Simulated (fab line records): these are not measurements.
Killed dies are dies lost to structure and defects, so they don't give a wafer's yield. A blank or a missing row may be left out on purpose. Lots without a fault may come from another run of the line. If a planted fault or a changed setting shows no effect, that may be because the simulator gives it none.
Chamber matching ; flow n5 finfet ; 4 sister chambers for N5_BEOL_M8_DESCUM_33 on rie diel-04
The step chemistry O2, time 7 s. 8 wafers are shown with their chamber, then 8 later ones without.

## WAFERS PAIRED WITH THEIR CHAMBERS
wafer;chamber;throttle valve pct (%);showerhead plenum p Torr (Torr)
L079.6;3;20.39;2.07
L084.1;3;20.41;2.06
L083.5;1;19.94;2.23
L088.2;1;19.95;2.23
L089.1;0;20.29;2.21
L089.2;2;20.59;2.01
L089.5;2;20.58;2.01
L090.1;0;20.29;2.21

## WAFERS WITHOUT THEIR CHAMBER
wafer;throttle valve pct (%);showerhead plenum p Torr (Torr)
L090.4;20.44;2.06
L090.5;19.96;2.22
L091.3;20.58;2.01
L091.4;20.08;2.06
L091.5;20.09;2.06
L093.3;20.08;2.06
L093.5;19.96;2.22
L093.6;20.61;2.01

## THE CHAMBER EACH PASSED THROUGH
wafer;from the rows above;in truth
L090.4;3;3
L090.5;1;1
L091.3;2;2
L091.4;3;3
L091.5;3;3
L093.3;3;3
L093.5;1;1
L093.6;2;2
Correctly placed: 8 of 8. Number that these rows cannot place: 0. Wrongly placed: 0.
How it was worked out, from the rows above alone: a wafer's distance from a chamber is the root of the sum, over the readings, of the square of ((its reading less the chamber's mean) divided by the reading's scatter). The wafer belongs to the nearest chamber; if the next one is less than 2 further off, it can't be placed. The mean given for a chamber averages the wafers shown for that chamber. The scatter: take each reading less its chamber's mean, square it, sum over the shown wafers, divide by the number of wafers less the number of chambers, and take the root.
